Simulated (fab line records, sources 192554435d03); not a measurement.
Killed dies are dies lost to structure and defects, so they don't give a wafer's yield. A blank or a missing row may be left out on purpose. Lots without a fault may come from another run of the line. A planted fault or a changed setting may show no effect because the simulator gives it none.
Chamber matching | flow n5_finfet | N5_BEOL_M6_CURE_74 on uv_cure-02: 3 sister chambers
The step cures SiCOH lowk, time 240 s. 14 wafers are shown with their chamber, then 7 later ones without.

WAFERS WITH THEIR CHAMBER
wafer  | chamber | wafer_temp_C_max | lamp_power_pct (%)
L079.1 | 2       | 386.4            | 52.46
L079.4 | 2       | 386.0            | 52.27
L079.5 | 2       | 386.2            | 52.27
L088.4 | 1       | 387.3            | 52.30
L088.5 | 1       | 387.7            | 52.21
L088.6 | 1       | 388.4            | 52.37
L089.1 | 2       | 385.5            | 52.32
L089.3 | 2       | 385.6            | 52.25
L089.5 | 2       | 385.7            | 52.31
L090.4 | 2       | 385.4            | 52.38
L090.5 | 2       | 385.6            | 52.32
L090.6 | 2       | 386.3            | 52.30
L095.2 | 0       | 386.8            | 52.30
L095.5 | 0       | 386.5            | 52.28

SIGNATURES (means of the wafers above)
reading          | chamber 0 | chamber 1 | chamber 2 | scatter within a chamber
wafer_temp_C_max | 386.650   | 387.800   | 385.856   | 0.403
lamp_power_pct   | 52.2900   | 52.2933   | 52.3200   | 0.0651
Rule: a wafer's distance from a chamber is the root of the sum, over the readings, of the square of ((its reading less the chamber's mean) divided by the reading's scatter). The wafer belongs to the nearest chamber; if the next one is less than 2 further off, it can't be placed. The scatter: the root of (the sum of the squares of (reading less its chamber's mean) over the shown wafers, divided by (wafers less chambers)).

WAFERS WITHOUT THEIR CHAMBER
wafer  | wafer_temp_C_max | lamp_power_pct (%)
L095.6 | 386.3            | 52.30
L097.1 | 386.2            | 52.24
L097.2 | 385.8            | 52.22
L097.6 | 385.8            | 52.23
L097.3 | 386.0            | 52.30
L097.4 | 386.1            | 52.33
L097.5 | 386.0            | 52.30

WHICH CHAMBER EACH WENT THROUGH
wafer  | from the rows above     | in truth
L095.6 | can't be placed: 0 or 2 | 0
L097.1 | can't be placed: 0 or 2 | 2
L097.2 | can't be placed: 2 or 0 | 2
L097.6 | can't be placed: 2 or 0 | 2
L097.3 | can't be placed: 2 or 0 | 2
L097.4 | can't be placed: 2 or 0 | 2
L097.5 | can't be placed: 2 or 0 | 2
Placed correctly: 0 of 7. Can't be placed from these rows: 7 (the true chamber is among the candidates in 7). Placed wrongly: 0.
